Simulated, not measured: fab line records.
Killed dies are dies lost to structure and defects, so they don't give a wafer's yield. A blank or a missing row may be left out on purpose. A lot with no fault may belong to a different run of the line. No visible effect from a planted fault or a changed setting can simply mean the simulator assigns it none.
Struck lot and sound lot, side by side	flow n5Finfet	43 steps out of a route of 1938
Sound: the wafers L795.2, L795.3, L795.5. Struck: wafer L804.5; the same lot's L804.4 was not struck, so it is left out; see the end for the cause.
Order at every step that has rows: each side's tool, ch and its chambers, its first start. Under that, the readings that differ: sound wafers	struck wafers	difference of the means	sigmas: that difference in standard deviations of wafers without a fault.
alike: a reading whose means differ by less than 2 such deviations, as well as words and numbers matching on both sides. not compared: withheld readings; readings where some wafer has no value; bounds like >300 that might hide an equal value; numbers whose values overlap and for which the record gives no deviation.
The two part at a step that has a row with sigmas, a row that says differs or no value, or rows on one side only. Non-overlapping numbers with no deviation appear without sigmas and do not part them. A reading that every wafer of one side lacks parts them only if that side has two wafers or more.

first, 3 steps without rows for these wafers: N5_PMOS_HMC_CHANNEL_EPI_PRECLEAN_37 (cleans in O3/DIW, time 45 s); N5_PMOS_HMC_CHANNEL_EPI_PRECLEAN_24 (cleans in DHF, time 30 s); N5_PMOS_HMC_CHANNEL_EPI_SRD_25 (time 30 s).
N5_PMOS_HMC_CHANNEL_EPI_EPI_26: deposits Si from SiH4/H2, target thk 3.8 nm, time 22.7 s.
  sound on epiRpcvd-04 ch 0, day 3 07:26; struck on epiRpcvd-03 ch 0, day 5 14:13
  alike: throttleValvePct
N5_PMOS_HMC_CHANNEL_EPI_INSPECT_30: inspects for defects (darkfield).
  sound on defectInspect-01 at day 3 07:46; struck on defectInspect-01 at day 5 14:27
  alike: rawDefectCount
then, 4 steps without rows for these wafers: N5_FIN_SAQP_PRECLEAN_42 (cleans in O3/DIW, time 60 s); N5_FIN_SAQP_PRECLEAN_00 (cleans in SC1, time 60 s); N5_FIN_SAQP_PRECLEAN_44 (cleans in SC2, time 45 s); N5_FIN_SAQP_SRD_01 (time 30 s).
N5_FIN_SAQP_ALD_61: deposits SiO2, target thk 4 nm, pulse time 1 s, purge time 2 s.
  sound on aldSin-01 ch 1,2, day 3 07:53; struck on aldSin-02 ch 0, day 5 14:34
  alike: heaterPowerW, precursorPulseHeightRel
then, 1 step without rows for these wafers: N5_FIN_SAQP_DENSIFY_62 (time 60 s).
N5_FIN_SAQP_HM_DEP_03: deposits SiNx from SiH4/NH3/N2, target thk 38 nm, time 33.6 s.
  sound on pecvd-01 ch 0,1,2, day 3 08:18; struck on pecvd-01 ch 0, day 5 15:01
reading	sound	struck	difference	sigmas
model.SiNx_of_FIN_SAQP_HM_DEP_03.thkNm (nm)	37.82 37.6 38.6	40.43	+2.42	
  alike: heaterPowerW, showerheadPlenumPTorr, throttleValvePct
N5_FIN_SAQP_THK_MEAS_05:
  sound on filmMetro-02 at day 3 08:23; struck on filmMetro-02 at day 5 15:04
reading	sound	struck	difference	sigmas
thkNm (nm)	37.8 37.7 38.6	40.5	+2.5	+5
then, 3 steps without rows for these wafers: N5_FIN_SAQP_PECVD_47 (deposits a-Si from SiH4/He, target thk 45 nm, time 36.3 s); N5_FIN_SAQP_PECVD_48 (deposits SiNx from SiH4/NH3/N2, target thk 25 nm, time 22.1 s); N5_FIN_SAQP_PECVD_06 (deposits a-Si from SiH4/He, target thk 60 nm, time 48.1 s).
N5_FIN_SAQP_THK_MEAS_07:
  sound on filmMetro-02 at day 3 08:36; struck on filmMetro-01 at day 5 15:17
  alike: thkNm
N5_FIN_SAQP_HM_DEP_72: deposits SiO2 from SiH4/N2O, target thk 12 nm, time 7.2 s.
  sound on pecvd-02 ch 0,2, day 3 08:38; struck on pecvd-01 ch 2, day 5 15:20
reading	sound	struck	difference	sigmas
heaterPowerW (W)	778 761 739	632	-127	-2
  alike: showerheadPlenumPTorr
then, 8 steps without rows for these wafers: N5_FIN_SAQP_COAT_49 (time 60 s, resist thk 100 nm); N5_FIN_SAQP_COAT_50 (time 60 s, resist thk 35 nm); N5_FIN_SAQP_COAT_10 (resist thk 90 nm); N5_FIN_SAQP_EBR_12; N5_FIN_SAQP_SOFTBAKE_11 (time 60 s); N5_FIN_SAQP_EXPOSE_13 (exposes mask FIN CORE, target cd 35.6 nm); N5_FIN_SAQP_PEB_14 (peb time 60 s); N5_FIN_SAQP_DEVELOP_15 (develop time 30 s).
N5_FIN_SAQP_CD_MEAS_16: the cd target is 35.6 nm.
  sound on cdSem-03 ch 0, day 3 09:05; struck on cdSem-02 ch 0, day 5 15:39
  alike: cdNm
N5_FIN_SAQP_OVL_MEAS_17:
  sound on overlay-02 ch 0, day 3 09:09; struck on overlay-02 ch 0, day 5 15:41
  alike: FIN_CORE_OVL
N5_FIN_SAQP_INSPECT_18: inspects for defects (brightfield).
  sound on defectInspect-01 at day 3 09:11; struck on defectInspect-02 at day 5 15:42
  alike: rawDefectCount
then, 1 step without rows for these wafers: N5_FIN_SAQP_DESCUM_21 (chemistry O2, time 7.9 s).
N5_FIN_SAQP_ETCH_51: etches SiARC in CF4, target depth 45.5 nm, time 75.8 s.
  sound on rieDiel-04 ch 1,2, day 3 09:15; struck on rieDiel-04 ch 2, day 5 15:46
  alike: drypumpMotorCurrentA, etchRfOnTimeS, oesProductAu, rfVppV, showerheadPlenumPTorr, throttleValvePct
  not compared: rfHoursCounterH
then, 8 steps without rows for these wafers: N5_FIN_SAQP_ETCH_52 (etches SOC in N2/H2, target depth 100 nm, overetch 20 nm, time 150 s); N5_FIN_SAQP_STRIP_53 (strips in N2/H2); N5_FIN_SAQP_HM_OPEN_73 (chemistry CHF3/O2, target SiO2, stops on a-Si, target depth 12 nm, time 16.8 s); N5_FIN_SAQP_STRIP_74 (strips in CHF3/O2); N5_FIN_SAQP_MANDREL_ETCH_22 (etches a-Si in HBr/Cl2, stops on SiNx, target depth 60 nm, bt time 10 s, time 30 s); N5_FIN_SAQP_STRIP_55 (strips in N2/H2); N5_FIN_SAQP_STRIP_23 (strips in SPM, time 750 s); N5_FIN_SAQP_SRD_66 (time 30 s).
N5_FIN_SAQP_RECESS_75: chemistry HF/NH3, target SiO2, target depth 14.4 nm, afs cycles 3, sublimation time 60 s.
  sound on vaporEtch-02 ch 0,1, day 3 09:59; struck on vaporEtch-02 ch 0, day 5 16:34
  alike: drypumpMotorCurrentA
then, 1 step without rows for these wafers: N5_FIN_SAQP_SPACER1_ALD_24 (deposits SiO2, target thk 20.3 nm, pulse time 1 s, purge time 2 s).
N5_FIN_SAQP_HM_OPEN_33: chemistry CH3F/O2, target SiNx, target depth 49.4 nm, time 70.6 s.
  sound on rieDiel-03 ch 0,1,2, day 3 12:53; struck on rieDiel-05 ch 0, day 5 19:37
reading	sound	struck	difference	sigmas
etchRfOnTimeS (s)	67.4 67.8 70.7	73.4	+4.8	+4
model.etch.depthNm (nm)	37.2 36.94 37.93	39.8	+2.4	
  alike: drypumpMotorCurrentA, oesProductAu, rfVppV, showerheadPlenumPTorr, throttleValvePct
  not compared: rfHoursCounterH
N5_STI_FIN_REVEAL_RECESS_09: chemistry HF/NH3, target SiO2, afs cycles 11, target depth 42.5 nm, sublimation time 60 s.
  sound on vaporEtch-01 ch 0,1, day 3 21:04; struck on vaporEtch-01 ch 1, day 6 04:15
reading	sound	struck	difference	sigmas
model.SiNx_of_FIN_SAQP_HM_DEP_03.thkNm (nm)	18 17.8 18.6	20.2	+2.1	
  alike: drypumpMotorCurrentA

## WHERE THEY PART
Earliest at N5_FIN_SAQP_THK_MEAS_05; latest, in this record, at N5_FIN_SAQP_HM_OPEN_33. Later steps at which nothing parts them and some readings are alike: N5_STI_FIN_REVEAL_RECESS_09.

WHY: the cause the simulator had injected
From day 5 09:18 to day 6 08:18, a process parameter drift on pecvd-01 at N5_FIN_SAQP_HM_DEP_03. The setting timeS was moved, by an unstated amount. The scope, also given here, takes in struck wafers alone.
